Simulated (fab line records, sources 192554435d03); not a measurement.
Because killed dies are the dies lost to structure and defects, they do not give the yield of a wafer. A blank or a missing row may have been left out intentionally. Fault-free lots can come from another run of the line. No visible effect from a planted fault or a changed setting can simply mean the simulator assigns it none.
A lot that was struck, set against a sound lot	flow n5_finfet	28 steps out of a route of 1938
Sound: wafers L659.1, L659.2, L659.6. Struck: wafer L674.1. (L674.6 of the same lot was not struck and is left out.) The cause comes at the end.
Per side, at each step with rows, come the tool, then ch with its chambers, and then its first start. Under that, the readings that differ: sound wafers	struck wafers	difference of the means	sigmas: that difference in standard deviations of wafers without a fault.
alike: readings with means less than 2 such deviations apart, plus words and numbers identical on both sides. not compared: withheld readings, readings lacking a value on some wafer, bounds such as >300 that could conceal the same value, and numbers that have no deviation in the record and whose values overlap.
A row with sigmas, a row that says differs or no value, or rows on one side alone: a step with any of these is where the two part. Numbers that have no deviation but don't overlap get no sigmas and don't part them. A reading that every wafer of one side lacks parts them only if that side has two wafers or more.

first, 9 steps without rows for these wafers: N5_BEOL_M0_SAQP_PEB_38 (peb time 60 s); N5_BEOL_M0_SAQP_DEVELOP_39 (develop time 30 s); N5_BEOL_M0_SAQP_DESCUM_45 (chemistry O2, time 7 s); N5_BEOL_M0_SAQP_ETCH_88 (etches underlayer in N2/H2, target depth 6.5 nm, time 5.2 s); N5_BEOL_M0_SAQP_ETCH_73 (etches SiARC in CF4, target depth 19.5 nm, time 32.5 s); N5_BEOL_M0_SAQP_CUT_ETCH_46 (etches SOC in N2/H2, target depth 135 nm, overetch 27 nm, time 202.5 s); N5_BEOL_M0_SAQP_STRIP_74 (strips in N2/H2); N5_BEOL_M0_SAQP_STRIP_89 (strips in N2/H2); N5_BEOL_M0_SAQP_ALD_48 (deposits SiO2, target thk 20 nm, pulse time 1 s, co reactant pulse time 1 s).
N5_BEOL_M0_SAQP_ETCH_49: etches SiO2 in CF4/O2, target depth 37 nm.
  sound on rie_diel-05 ch 2,3, day 6 09:11; struck on rie_diel-05 ch 0, day 10 02:17
reading	sound	struck	difference	sigmas
oes_ar_750_au (a.u.)	0.71 0.71 0.71	0.96	+0.25	+3
model.etch.depth_nm (nm)	37.06 36.39 36.42	23.56	-13.06	
model.BEOL_M0_SAQP.feature_depth_nm (nm)	37 36.4 36.4	23.6	-13.0	
model.SOC_of_BEOL_M0_SAQP_COAT_69.thk_nm (nm)	70.8 71 70.4	77.4	+6.7	
  alike: drypump_motor_current_A, oes_product_au, rf_vpp_V, showerhead_plenum_p_Torr, throttle_valve_pct
  not compared: rf_hours_counter_h
then, 10 steps without rows for these wafers: N5_BEOL_M0_SAQP_STRIP_75 (strips in CF4); N5_BEOL_M0_CUTY_COAT_50 (time 60 s, resist thk 15 nm); N5_BEOL_M0_CUTY_COAT_51 (resist thk 150 nm); N5_BEOL_M0_CUTY_EBR_52; N5_BEOL_M0_CUTY_SOFTBAKE_53 (time 60 s); N5_BEOL_M0_CUTY_EXPOSE_54 (exposes mask M0 ABLK); N5_BEOL_M0_CUTY_PEB_55 (peb time 60 s); N5_BEOL_M0_CUTY_DEVELOP_56 (develop time 30 s); N5_BEOL_M0_CUTY_DESCUM_61 (chemistry O2, time 7.9 s); N5_BEOL_M0_CUTY_ETCH_62 (etches SiARC in CF4, time 58.5 s).
N5_BEOL_M0_CUTY_ETCH_63: etches SOC in N2/H2, target depth 82.7 nm, overetch 16.5 nm, time 124 s.
  sound on rie_diel-03 ch 0,2, day 6 10:46; struck on rie_diel-04 ch 0, day 10 02:57
reading	sound	struck	difference	sigmas
oes_product_au (a.u.)	0.56 0.57 0.55	0.76	+0.20	+3
rf_vpp_V (V)	522.0 523.5 521.9	529.6	+7.1	+3
showerhead_plenum_p_Torr (Torr)	2.50 2.49 2.50	2.68	+0.18	+2
throttle_valve_pct (%)	18.14 17.98 18.14	17.35	-0.74	-4
model.etch.depth_nm (nm)	70.75 70.97 70.45	77.46	+6.74	
  alike: drypump_motor_current_A
  not compared: rf_hours_counter_h
then, 3 steps without rows for these wafers: N5_BEOL_M0_CUTY_STRIP_64 (strips in N2/H2); N5_BEOL_M0_ETCH_138 (etches SiCN in CH3F/O2, target depth 12 nm, time 31.6 s); N5_BEOL_M0_HM_OPEN_105 (chemistry Cl2/BCl3, target TiN, target depth 12 nm).
N5_BEOL_M0_STRIP_140: strips in CF4.
  sound on rie_diel-02 ch 0,2,3, day 6 11:15; struck on rie_diel-02 ch 0, day 10 04:44
reading	sound	struck	difference	sigmas
model.SiO2_of_BEOL_M0_SAQP_ALD_48.thk_nm (nm)	11.2 11.6 11.6	15.4	+3.9	
  alike: bias_power_w, drypump_motor_current_A, oes_product_au, rf_vpp_V, showerhead_plenum_p_Torr, throttle_valve_pct
  not compared: rf_hours_counter_h
then, 1 step without rows for these wafers: N5_BEOL_M0_STRIP_104 (strips in N2/H2).
-- record jumps: 3 days separate the struck wafers' starts on either side; left off in module BEOL_M0, taken up again in module BEOL_M4, whose first shown step is the route's number 1111 --
N5_BEOL_M4_RC_MEAS_101:
  sound on prober-01 ch 0, day 8 12:29; struck on prober-02 ch 0, day 12 17:56
reading	sound	struck	difference	sigmas
DIBL_N (mV/V)	37.9 40.2 36.6	33.0	-5.2	-3
DIBL_P (mV/V)	37.1 39.1 35.2	31.7	-5.4	-3
IOFF_N (nA/um)	0.19 0.22 0.17	0.11	-0.08	-3
SS_N (mV/dec)	73.0 73.8 72.4	70.7	-2.4	-3
SS_P (mV/dec)	73.3 73.8 73.1	71.9	-1.5	-2
VT_N (mV)	246 246 247	253	+7	+2
  alike: IOFF_P, ION_N, ION_P, VT_P
-- record jumps: 5 days separate the struck wafers' starts on either side; left off in module BEOL_M4, taken up again in module PASSIVATION, whose first shown step is the route's number 1936 --
N5_PASSIVATION_PROBE_49:
  sound on prober-02 at day 13 03:46; struck on prober-02 at day 17 09:50
reading	sound	struck	difference	sigmas
killed_at_front_end	56 65 46	27	-29	-2
  alike: defect_limited_yield, killed_at_M0_to_M3, killed_at_M4_up, killed_at_contacts, killed_at_other, killed_dies, killed_open, killed_short, sort_bin_5_function, sort_bin_6_memory, sort_bin_8_speed, sort_n_pass, sort_yield_pct

== WHERE THEY PART ==
First at N5_BEOL_M0_SAQP_ETCH_49; last, within this record, at N5_PASSIVATION_PROBE_49.

WHY: the cause the simulator had injected
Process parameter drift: rie_diel-05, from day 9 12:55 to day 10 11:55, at N5_BEOL_M0_SAQP_ETCH_49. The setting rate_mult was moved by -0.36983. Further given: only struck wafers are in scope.
